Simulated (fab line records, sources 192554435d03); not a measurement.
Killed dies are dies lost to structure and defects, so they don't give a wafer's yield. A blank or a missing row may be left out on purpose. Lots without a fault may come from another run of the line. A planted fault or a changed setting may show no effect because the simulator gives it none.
Chamber matching | flow n5_finfet | N5_BEOL_M6_STRIP_36 on rie_diel-04: 4 sister chambers
The step strips in N2/H2. 4 wafers are shown with their chamber, then 9 later ones without.

WAFERS WITH THEIR CHAMBER
wafer  | chamber | drypump_motor_current_A (A)
L092.3 | 2       | 6.8
L094.3 | 1       | 5.7
L094.5 | 0       | 5.0
L094.6 | 3       | 5.8

WAFERS WITHOUT THEIR CHAMBER
wafer  | drypump_motor_current_A (A)
L093.1 | 5.8
L093.3 | 5.7
L093.5 | 5.7
L095.2 | 4.9
L095.4 | 5.7
L095.5 | 5.0
L096.3 | 5.0
L096.4 | 6.8
L096.5 | 5.7

WHICH CHAMBER EACH WENT THROUGH
wafer  | from the rows above | in truth
L093.1 | 3                   | 3
L093.3 | 1                   | 1
L093.5 | 1                   | 1
L095.2 | 0                   | 0
L095.4 | 1                   | 1
L095.5 | 0                   | 0
L096.3 | 0                   | 0
L096.4 | 2                   | 2
L096.5 | 1                   | 1
Placed correctly: 9 of 9. Can't be placed from these rows: 0. Placed wrongly: 0.
How it was worked out, from the rows above alone: a wafer's distance from a chamber is the root of the sum, over the readings, of the square of ((its reading less the chamber's mean) divided by the reading's scatter). The wafer belongs to the nearest chamber; if the next one is less than 2 further off, it can't be placed. A chamber's mean is the mean of its shown wafers. The scatter: with one shown wafer a chamber, the root of the mean of the squares of how far each hidden wafer lies from its nearest shown one.
